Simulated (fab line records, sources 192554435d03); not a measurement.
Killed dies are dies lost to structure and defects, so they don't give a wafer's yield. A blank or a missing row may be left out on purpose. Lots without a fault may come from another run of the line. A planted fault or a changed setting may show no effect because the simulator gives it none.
fab line records | flow n5_finfet
record lots=7 wafers=39
route steps=1938 shown BEOL_M6@1239 BEOL_M9@1401 BEOL_M11@1575
start_h: hours from the record's first day to the start of the lot's first wafer shown | wait_h: hours since the lot's step before | " the same as in the row above | L1.1+2: a row that stands for several wafers | - no value, or no start given | * or withheld: withheld | < > ~ a bound
route shown NAME@n: a module of which the file shows steps, and the number in the route of the first | usual: mean/standard deviation of fault-free wafers | same: alike in all rows | chamber/n: place in a boat | sites: the reading at each site | _std_site: their standard deviation | _edge_site: outer sites' mean less inner sites' | radius_mm: how far each site lies from the wafer's centre | mask NAME#n: copy n | behind: the tool/chamber that last shaped the wafer | hold: why the lot was held/for how many hours/how that ended | device: the transistor (n, p or np) that didn't switch | end of line: the same wafers' tests at the end of the route | a step without rows: its recipe alone | killed: dies lost to structure and defects at the first sort, not the wafer's yield | map: a wafer's dies, x killed, . not, _ none there
set.NAME: the setting as run; set.NAME@STEP: as run at that earlier step | model.NAME: the simulator's own value behind a step, which no gauge read
lots whose settings were changed on purpose; a table a step, a row a wafer
## steps
# step N5_BEOL_M6_TRENCH_ETCH_37
# recipe chemistry=C4F6/O2 target_depth_a=944.35 target=SiCOH_lowk time_s=31.5 ion_energy_ev=250 pressure_mtorr=30 source_w=345 bias_w=185 Ar_flow_sccm=300 C4F6_flow_sccm=10 O2_flow_sccm=10
# columns lot.wafer tool chamber start_h wait_h set.target_depth_a model.BEOL_M6.feature_depth_nm model.etch.depth_nm model.TiN_of_BEOL_M6_HM_DEP_02.thk_nm
L076.1 rie_diel-06 2 - - 944.35 96.4 96.48 17.4
L076.2 " 0 " " 1380 138.6 138.5 16.4
L076.3 " 3 " " 1380 133.8 133.8 16.4
L076.4 " 3 " " 1380 133.6 133.6 16.4
L076.5 " 0 " " 944.35 94.8 94.77 17.6
L076.6 " 2 " " 944.35 96 96.08 17.4
L075.1 rie_diel-01 0 - - 944.35 96 95.93 17.8
L075.2 " 3 " " 729.4 73.2 73.14 18.2
L075.3 " 1 " " 944.35 93.8 93.89 17.8
L075.4 " 2 " " 729.4 71.6 71.52 18.4
L075.5 " 1 " " 944.35 94.8 94.82 18
L075.6 " 2 " " 729.4 71.6 71.62 18.6
L085.1 rie_diel-06 1 - - 944.35 97 96.93 17.4
L085.2 " 3 " " 944.35 98.4 98.4 17.4
L085.3 " 2 " " 944.35 97.4 97.42 17.2
L085.4 " 0 " " 944.35 96.4 96.48 17.4
L085.5 " 0 " " 944.35 96.6 96.58 17.4
L085.6 " 1 " " 944.35 96.2 96.17 17.4
L088.1 rie_diel-03 1 - - 1280 129 129.1 16.4
L088.2 " 3 " " 1280 127 127.1 16.6
L088.3 " 0 " " 944.35 93.4 93.5 17.6
L088.4 " 2 " " 1280 127.2 127.2 16.6
L088.5 " 1 " " 944.35 95.6 95.57 17.4
L088.6 " 0 " " 944.35 93.4 93.35 17.2
L090.1 rie_diel-01 3 - - 944.35 94.6 94.67 17.2
L090.4 " 1 " " 944.35 93.6 93.61 17.2
L090.5 " 3 " " 944.35 94.4 94.5 17.2
L091.1 rie_diel-06 1 - - 570.7 58 58 18.4
L091.2 " 2 " " 570.7 58.4 58.42 18.4
L091.3 " 3 " " 944.35 96.8 96.78 17.2
L091.4 " 0 " " 944.35 95 95 17.2
L091.5 " 0 " " 944.35 95.2 95.12 17.4
L091.6 " 3 " " 570.7 58.6 58.51 18.4
L094.1 rie_diel-06 3 - - 944.35 95.6 95.66 17
L094.2 " 1 " " 944.35 94.8 94.9 17.4
L094.3 " 2 " " 944.35 96 96.08 17.2
L094.4 " 0 " " 944.35 92.8 92.77 17.6
L094.5 " 3 " " 944.35 95.2 95.26 17.4
L094.6 " 0 " " 944.35 94 93.9 17.2
# step N5_BEOL_M6_ETCH_41
# recipe chemistry=CH3F/O2 target=SiCN target_depth_a=297 taper_deg=2 time_s=52 ion_energy_ev=120 mask_material=TiN pressure_mtorr=30 source_w=395 bias_w=75 Ar_flow_sccm=150 CH3F_flow_sccm=30 O2_flow_sccm=20
# step N5_BEOL_M6_STRIP_80
# recipe chemistry=N2/H2 time_s=10 power_w=450 temp_c=40 pressure_mtorr=20 rf_frequency_hz=6e+07 bias_power_w=7 n2_flow_sccm=200 h2_flow_sccm=200
# step N5_BEOL_M6_OCD_MEAS_38
# usual trench_depth_nm=94.8/1.7
# columns lot.wafer tool chamber start_h wait_h set.target_depth_a@BEOL_M6_TRENCH_ETCH_37 trench_depth_nm
L076.1 ocd-02 - 223.77 - 944.35 96.8
L076.2 " - " " 1380 138.5
L076.3 " - " " 1380 133.9
L076.4 " - " " 1380 133.8
L076.5 " - " " 944.35 94.9
L076.6 " - " " 944.35 95.6
L075.1 ocd-01 - 224.46 - 944.35 95.9
L075.2 " - " " 729.4 72.9
L075.3 " - " " 944.35 94.3
L075.4 " - " " 729.4 71.6
L075.5 " - " " 944.35 95.2
L075.6 " - " " 729.4 71.3
L085.1 ocd-02 - 270.71 - 944.35 96.8
L085.2 " - " " 944.35 98.8
L085.3 " - " " 944.35 97.6
L085.4 " - " " 944.35 96.4
L085.5 " - " " 944.35 96.3
L085.6 " - " " 944.35 96.4
L088.1 ocd-02 - 299.62 - 1280 129.2
L088.2 " - " " 1280 127.4
L088.3 " - " " 944.35 93.6
L088.4 " - " " 1280 127.3
L088.5 " - " " 944.35 95.7
L088.6 " - " " 944.35 93.5
L090.1 ocd-02 - 301.83 - 944.35 94.8
L090.4 " - " " 944.35 93.6
L090.5 " - " " 944.35 94.2
L091.1 ocd-02 - 315.77 - 570.7 58.0
L091.2 " - " " 570.7 58.8
L091.3 " - " " 944.35 96.8
L091.4 " - " " 944.35 95.1
L091.5 " - " " 944.35 94.7
L091.6 " - " " 570.7 58.5
L094.1 ocd-02 - 323.41 - 944.35 95.8
L094.2 " - " " 944.35 94.8
L094.3 " - " " 944.35 96.3
L094.4 " - " " 944.35 92.6
L094.5 " - " " 944.35 95.0
L094.6 " - " " 944.35 93.9
# step N5_BEOL_M6_HM_STRIP_39
# recipe chemistry=peroxide_tin_strip material=TiN target_depth_a=250 temp_c=50 time_s=158
# step N5_BEOL_M6_SRD_40
# recipe time_s=30 temp_c=23 rinse_liquid=diw dry=ipa_marangoni
# step N5_BEOL_M6_ECD_50
# recipe material=Cu target_thk_a=3000
# step N5_BEOL_M6_ANNEAL_51
# recipe temp_c=225 time_s=90 ambient=N2
# step N5_BEOL_M6_CMP_52
# recipe stop_on=SiCOH_lowk t_overpolish_s=6.9 down_force_psi=1 platen_rpm=50 clearing_platen_down_force_psi=1.5 clearing_platen_rpm=50 post_cmp_clean=cu_alkaline target_thk_nm=80 clearing_platen_pad_velocity_m_s=0.99484 pad_velocity_m_s=0.99484
# columns lot.wafer tool chamber start_h wait_h set.target_depth_a@BEOL_M6_TRENCH_ETCH_37 model.Cu_of_BEOL_M6_ECD_50.thk_nm
L076.2 cmp-02 1 227.13 0.2 1380 123
L076.4 " 2 " " 1380 119.4
L076.1 " 3 " " 944.35 81.8
L076.3 " 0 " " 1380 119.2
L076.6 " 1 " " 944.35 80.6
L076.5 " 2 " " 944.35 80.4
L075.4 cmp-04 2 228.15 0.1 729.4 58.2
L075.3 " 3 " " 944.35 81.6
L075.2+6 " 0,3 " " 729.4 59
L075.1 " 1 " " 944.35 82.2
L075.5 " 2 " " 944.35 82.6
L085.1 cmp-02 1 274.49 0.3 944.35 82
L085.3 " 2 " " 944.35 83.2
L085.2 " 3 " " 944.35 85
L085.4 " 0 " " 944.35 82.6
L085.6 " 1 " " 944.35 81
L085.5 " 2 " " 944.35 82.4
L088.4 cmp-04 0 302.16 0.1 1280 112.8
L088.2 " 1 " " 1280 110.8
L088.1 " 2 " " 1280 115
L088.3 " 3 " " 944.35 80
L088.5 " 0 " " 944.35 80.6
L088.6 " 1 " " 944.35 77.6
L090.1 cmp-02 1 305.12 0.3 944.35 78.8
L090.4 " 0 " " 944.35 79.4
L090.5 " 1 " " 944.35 79
L091.3 cmp-04 1 318.00 0.2 944.35 81.8
L091.4 " 2 " " 944.35 81.4
L091.1 " 3 " " 570.7 45
L091.2 " 0 " " 570.7 43.4
L091.6 " 1 " " 570.7 43.2
L091.5 " 2 " " 944.35 81.6
L094.1 cmp-04 0 327.24 0.3 944.35 79.4
L094.4 " 1 " " 944.35 76.8
L094.2 " 2 " " 944.35 80.4
L094.3 " 3 " " 944.35 81.8
L094.5 " 0 " " 944.35 79.6
L094.6 " 1 " " 944.35 78
# step N5_BEOL_M6_THK_MEAS_53
# recipe thk_meas_gauge=xrf reads=Cu_of_BEOL_M6_ECD_50
# usual M6_THK=79.5/2.1
# columns lot.wafer tool chamber start_h wait_h set.target_depth_a@BEOL_M6_TRENCH_ETCH_37 M6_THK[nm]
L076.1 film_metro-01 - 227.42 - 944.35 80.3
L076.2 " - " " 1380 121.0
L076.3 " - " " 1380 116.9
L076.4 " - " " 1380 117.1
L076.5 " - " " 944.35 79.0
L076.6 " - " " 944.35 79.3
L075.1 film_metro-02 - 228.44 - 944.35 81.4
L075.2 " - " " 729.4 58.5
L075.3 " - " " 944.35 80.5
L075.4 " - " " 729.4 57.6
L075.5 " - " " 944.35 82.2
L075.6 " - " " 729.4 58.6
L085.1 film_metro-01 - 274.78 - 944.35 81.0
L085.2 " - " " 944.35 84.2
L085.3 " - " " 944.35 82.5
L085.4 " - " " 944.35 81.8
L085.5 " - " " 944.35 81.9
L085.6 " - " " 944.35 79.9
L088.1 film_metro-01 - 302.45 - 1280 113.8
L088.2 " - " " 1280 109.4
L088.3 " - " " 944.35 79.0
L088.4 " - " " 1280 111.7
L088.5 " - " " 944.35 79.7
L088.6 " - " " 944.35 76.9
L090.1 film_metro-01 - 305.41 - 944.35 77.3
L090.4 " - " " 944.35 78.2
L090.5 " - " " 944.35 77.4
L091.1 film_metro-02 - 318.30 - 570.7 44.6
L091.2 " - " " 570.7 42.9
L091.3 " - " " 944.35 81.2
L091.4 " - " " 944.35 80.9
L091.5 " - " " 944.35 81.1
L091.6 " - " " 570.7 42.7
L094.1 film_metro-01 - 327.54 - 944.35 78.5
L094.2 " - " " 944.35 79.0
L094.3 " - " " 944.35 81.1
L094.4 " - " " 944.35 75.9
L094.5 " - " " 944.35 78.7
L094.6 " - " " 944.35 77.4
# step N5_BEOL_M6_PRE_CLEAN_55
# recipe gas=NH3 time_s=15 temp_c=withheld rf_power_w=300
# step N5_BEOL_M6_DEP_56
# recipe material=SiCN target_thk_a=100 temp_c=withheld precursor=3MS/NH3 pressure_torr=3 rf_w=202 time_s=17.5
# step N5_BEOL_M6_RS_MEAS_57
# recipe thk_meas_gauge=four-point-probe reads=Cu_of_BEOL_M6_ECD_50+Co_of_BEOL_M6_CVD_78+TaN_of_BEOL_M6_ALD_77
# usual M6_RS=0.285/0.0083
# columns lot.wafer tool chamber start_h wait_h set.target_depth_a@BEOL_M6_TRENCH_ETCH_37 M6_RS[ohm/sq]
L076.1 film_metro-01 - 227.55 0.1 944.35 0.278
L076.2 " - " " 1380 0.175
L076.3 " - " " 1380 0.180
L076.4 " - " " 1380 0.181
L076.5 " - " " 944.35 0.284
L076.6 " - " " 944.35 0.283
L075.1 film_metro-01 - 228.58 0.1 944.35 0.276
L075.2 " - " " 729.4 0.411
L075.3 " - " " 944.35 0.279
L075.4 " - " " 729.4 0.418
L075.5 " - " " 944.35 0.275
L075.6 " - " " 729.4 0.411
L085.1 film_metro-02 - 274.91 0.1 944.35 0.278
L085.2 " - " " 944.35 0.266
L085.3 " - " " 944.35 0.273
L085.4 " - " " 944.35 0.275
L085.5 " - " " 944.35 0.276
L085.6 " - " " 944.35 0.281
L088.1 film_metro-02 - 302.58 0.1 1280 0.189
L088.2 " - " " 1280 0.196
L088.3 " - " " 944.35 0.286
L088.4 " - " " 1280 0.192
L088.5 " - " " 944.35 0.284
L088.6 " - " " 944.35 0.296
L090.1 film_metro-02 - 305.54 0.1 944.35 0.291
L090.4 " - " " 944.35 0.289
L090.5 " - " " 944.35 0.291
L091.1 film_metro-01 - 318.43 0.1 570.7 0.578
L091.2 " - " " 570.7 0.606
L091.3 " - " " 944.35 0.279
L091.4 " - " " 944.35 0.280
L091.5 " - " " 944.35 0.279
L091.6 " - " " 570.7 0.609
L094.1 film_metro-01 - 327.67 0.1 944.35 0.289
L094.2 " - " " 944.35 0.284
L094.3 " - " " 944.35 0.279
L094.4 " - " " 944.35 0.300
L094.5 " - " " 944.35 0.287
L094.6 " - " " 944.35 0.294
# step N5_BEOL_M9_ILD_DEP_00
# recipe material=SiCOH_lowk target_thk_a=3085.1 temp_c=300 precursor=DEMS/porogen pressure_torr=5 rf_w=500 time_s=58
# columns lot.wafer tool chamber start_h wait_h set.time_s model.SiCOH_lowk_of_BEOL_M9_ILD_DEP_00.thk_nm
L076.1 pecvd-03 1 245.59 0.0 47.87 254.2
L076.2 " 0 " " 47.87 250
L076.3 " 0 " " 58 310.6
L076.4 " 1 " " 47.87 260.2
L076.5 " 1 " " 58 313.6
L076.6 " 0 " " 58 313
L075.1 pecvd-03 1 247.52 0.0 86.34 449.6
L075.2 " 0 " " 86.34 452.4
L075.3 " 1 " " 58 313.2
L075.4+6 " 0 " " 58 308.6
L075.5 " 1 " " 86.34 457.6
L085.1 pecvd-02 0 294.08 0.0 69.83 359.8
L085.2 " 1 " " 69.83 363.2
L085.3 " 2 " " 58 303
L085.4 " 2 " " 58 309.4
L085.5 " 1 " " 58 309
L085.6 " 0 " " 69.83 367.2
L088.1 pecvd-03 0 319.21 0.0 58 304.8
L088.2 " 2 " " 58 307.8
L088.3 " 1 " " 29.54 162.6
L088.4 " 0 " " 29.54 162.4
L088.5 " 2 " " 29.54 165
L088.6 " 1 " " 58 314.8
L090.1 pecvd-03 1 321.35 0.0 58 305
L090.4 " 2 " " 58 311.2
L090.5 " 0 " " 58 304.2
L091.1 pecvd-01 0 334.90 0.0 24.29 133.6
L091.2 " 1 " " 24.29 135
L091.3 " 2 " " 58 312.4
L091.4 " 1 " " 24.29 139.8
L091.5 " 2 " " 58 315.6
L091.6 " 0 " " 58 315.4
L094.1 pecvd-03 1 345.13 0.0 25.84 141.4
L094.2 " 0 " " 58 307.8
L094.3 " 2 " " 58 308.4
L094.4 " 2 " " 25.84 141.6
L094.5 " 0 " " 58 307.4
L094.6 " 1 " " 25.84 147.4
# step N5_BEOL_M9_CURE_71
# recipe temp_c=385 time_s=240 ambient=He/Ar material=SiCOH_lowk
# columns lot.wafer tool chamber start_h wait_h set.time_s@BEOL_M9_ILD_DEP_00 model.SiCOH_lowk_of_BEOL_M9_ILD_DEP_00.thk_nm
L076.1 uv_cure-01 2 246.22 0.6 47.87 220.2
L076.2 " 2 " " 47.87 216.4
L076.3 " 2 " " 58 270
L076.4 " 2 " " 47.87 225.4
L076.5 " 2 " " 58 272.4
L076.6 " 2 " " 58 272
L075.1 uv_cure-01 0 248.15 0.6 86.34 393.6
L075.2 " 0 " " 86.34 396.2
L075.3 " 0 " " 58 272.2
L075.4 " 0 " " 58 268
L075.5 " 0 " " 86.34 400.8
L075.6 " 0 " " 58 268.2
L085.1 uv_cure-02 2 294.16 0.0 69.83 313.4
L085.2 " 2 " " 69.83 316.6
L085.3 " 2 " " 58 263
L085.4 " 2 " " 58 268.8
L085.5 " 2 " " 58 268.4
L085.6 " 2 " " 69.83 320
L088.1 uv_cure-03 1 319.34 0.1 58 264.6
L088.2 " 1 " " 58 267.4
L088.3+4 " 1 " " 29.54 140
L088.5 " 1 " " 29.54 142
L088.6 " 1 " " 58 273.6
L090.1 uv_cure-03 1 321.61 0.2 58 264.8
L090.4 " 1 " " 58 270.4
L090.5 " 1 " " 58 264.2
L091.1 uv_cure-03 1 334.97 0.0 24.29 115
L091.2 " 1 " " 24.29 116
L091.3 " 1 " " 58 271.4
L091.4 " 1 " " 24.29 120.2
L091.5 " 1 " " 58 274.4
L091.6 " 1 " " 58 274
L094.1 uv_cure-01 1 345.21 0.0 25.84 121.6
L094.2 " 1 " " 58 267.4
L094.3 " 1 " " 58 268
L094.4 " 1 " " 25.84 121.8
L094.5 " 1 " " 58 267
L094.6 " 1 " " 25.84 127
# step N5_BEOL_M9_THK_MEAS_01
# recipe reads=SiCOH_lowk_of_BEOL_M9_ILD_DEP_00
# usual M9_ILD_THK=268/3.9
# columns lot.wafer tool chamber start_h wait_h set.time_s@BEOL_M9_ILD_DEP_00 M9_ILD_THK[nm]
L076.1 film_metro-01 - 246.73 0.4 47.87 220
L076.2 " - " " 47.87 216
L076.3 " - " " 58 270
L076.4 " - " " 47.87 225
L076.5 " - " " 58 273
L076.6 " - " " 58 272
L075.1 film_metro-01 - 248.67 0.4 86.34 394
L075.2 " - " " 86.34 396
L075.3 " - " " 58 272
L075.4 " - " " 58 268
L075.5 " - " " 86.34 401
L075.6 " - " " 58 268
L085.1 film_metro-01 - 295.15 0.8 69.83 313
L085.2 " - " " 69.83 317
L085.3 " - " " 58 263
L085.4 " - " " 58 269
L085.5 " - " " 58 268
L085.6 " - " " 69.83 320
L088.1 film_metro-02 - 319.85 0.4 58 265
L088.2 " - " " 58 267
L088.3 " - " " 29.54 140
L088.4 " - " " 29.54 140
L088.5 " - " " 29.54 142
L088.6 " - " " 58 274
L090.1 film_metro-02 - 322.12 0.4 58 265
L090.4 " - " " 58 270
L090.5 " - " " 58 264
L091.1 film_metro-02 - 335.49 0.4 24.29 115
L091.2 " - " " 24.29 116
L091.3 " - " " 58 272
L091.4 " - " " 24.29 120
L091.5 " - " " 58 274
L091.6 " - " " 58 274
L094.1 film_metro-02 - 345.72 0.4 25.84 122
L094.2 " - " " 58 267
L094.3 " - " " 58 268
L094.4 " - " " 25.84 122
L094.5 " - " " 58 267
L094.6 " - " " 25.84 127
# step N5_BEOL_M11_VIA_ETCH_34
# recipe chemistry=C4F6/O2 target=SiCOH_lowk target_depth_a=1845 mask_material=SOC taper_deg=4 time_s=69.2 ion_energy_ev=250 pressure_mtorr=30 source_w=345 bias_w=185 Ar_flow_sccm=300 C4F6_flow_sccm=10 O2_flow_sccm=10
# columns lot.wafer tool chamber start_h wait_h set.time_s model.etch.depth_nm model.SOC_of_BEOL_M11_COAT_63.thk_nm
L075.1 rie_diel-04 2 269.40 0.0 87.32 234.3 90
L075.2 " 3 " " 87.32 232.2 90
L075.3 " 0 " " 69.2 174.7 92.4
L075.4 " 1 " " 87.32 231.5 90.2
L075.5 " 0 " " 69.2 177.3 92.4
L075.6 " 1 " " 69.2 181.7 92.4
L076.1 rie_diel-04 1 270.43 0.0 69.2 181.4 92
L076.2 " 2 " " 69.2 185.9 91.6
L076.3 " 0 " " 69.2 176 91.6
L076.4 " 3 " " 69.2 184.5 91.6
L076.5 " 3 " " 69.2 183.5 91.4
L076.6 " 0 " " 69.2 177.4 91.8
L085.1 rie_diel-05 2 317.21 0.0 98.6 260.3 88.6
L085.2 " 1 " " 69.2 182.6 91.6
L085.3 " 0 " " 69.2 182.2 91.8
L085.4 " 3 " " 98.6 257.3 88.6
L085.5 " 0 " " 98.6 257.4 88.8
L085.6 " 3 " " 69.2 182.9 91.8
L088.1 rie_diel-04 0 340.75 0.0 27.9 69.97 96.8
L088.2 " 1 " " 69.2 181.9 92
L088.3 " 2 " " 27.9 75.76 96.8
L088.4 " 3 " " 69.2 188 91.8
L088.5 " 1 " " 27.9 73.3 96.8
L088.6 " 2 " " 69.2 187.1 92
L090.1 rie_diel-05 3 347.69 0.0 69.2 183.4 92.4
L090.4 " 3 " " 69.2 184.8 92.6
L090.5 " 1 " " 69.2 185 92.2
L091.1 rie_diel-04 0 358.93 0.0 52.98 133.9 94.4
L091.2 " 2 " " 69.2 187.4 92.4
L091.3 " 3 " " 52.98 144.4 93.6
L091.4 " 1 " " 52.98 138.6 94.4
L091.5 " 0 " " 69.2 176.2 92.4
L091.6 " 1 " " 69.2 182.3 92.4
L094.1 rie_diel-04 1 365.40 0.0 69.2 180.3 92.4
L094.2 " 3 " " 101.5 274.8 88.2
L094.3 " 0 " " 69.2 175.2 92.4
L094.4 " 2 " " 101.5 271.7 88.6
L094.5 " 2 " " 101.5 274.1 88.4
L094.6 " 1 " " 69.2 181.3 92.4
## key
split step=N5_BEOL_M6_TRENCH_ETCH_37 setting=target_depth_a stated=944.35 by=wafer
response step=N5_BEOL_M6_TRENCH_ETCH_37 reading=model.BEOL_M6.feature_depth_nm change=+0.916 per=1% r=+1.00
response step=N5_BEOL_M6_TRENCH_ETCH_37 reading=model.etch.depth_nm change=+0.916 per=1% r=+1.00
response step=N5_BEOL_M6_TRENCH_ETCH_37 reading=model.TiN_of_BEOL_M6_HM_DEP_02.thk_nm change=-0.025 per=1% r=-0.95
response step=N5_BEOL_M6_OCD_MEAS_38 reading=trench_depth_nm change=+0.917 per=1% r=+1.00
response step=N5_BEOL_M6_CMP_52 reading=model.Cu_of_BEOL_M6_ECD_50.thk_nm change=+0.921 per=1% r=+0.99
response step=N5_BEOL_M6_THK_MEAS_53 reading=M6_THK change=+0.91 per=1% r=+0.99
response step=N5_BEOL_M6_RS_MEAS_57 reading=M6_RS shape=bent at_lowest=0.598 at_stated=0.283 at_highest=0.179
split step=N5_BEOL_M9_ILD_DEP_00 setting=time_s stated=58 by=wafer
response step=N5_BEOL_M9_ILD_DEP_00 reading=model.SiCOH_lowk_of_BEOL_M9_ILD_DEP_00.thk_nm change=+2.99 per=1% r=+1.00
response step=N5_BEOL_M9_CURE_71 reading=model.SiCOH_lowk_of_BEOL_M9_ILD_DEP_00.thk_nm change=+2.63 per=1% r=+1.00
response step=N5_BEOL_M9_THK_MEAS_01 reading=M9_ILD_THK change=+2.63 per=1% r=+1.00
split step=N5_BEOL_M11_VIA_ETCH_34 setting=time_s stated=69.2 by=wafer
response step=N5_BEOL_M11_VIA_ETCH_34 reading=model.etch.depth_nm change=+1.91 per=1% r=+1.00
response step=N5_BEOL_M11_VIA_ETCH_34 reading=model.SOC_of_BEOL_M11_COAT_63.thk_nm change=-0.0808 per=1% r=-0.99
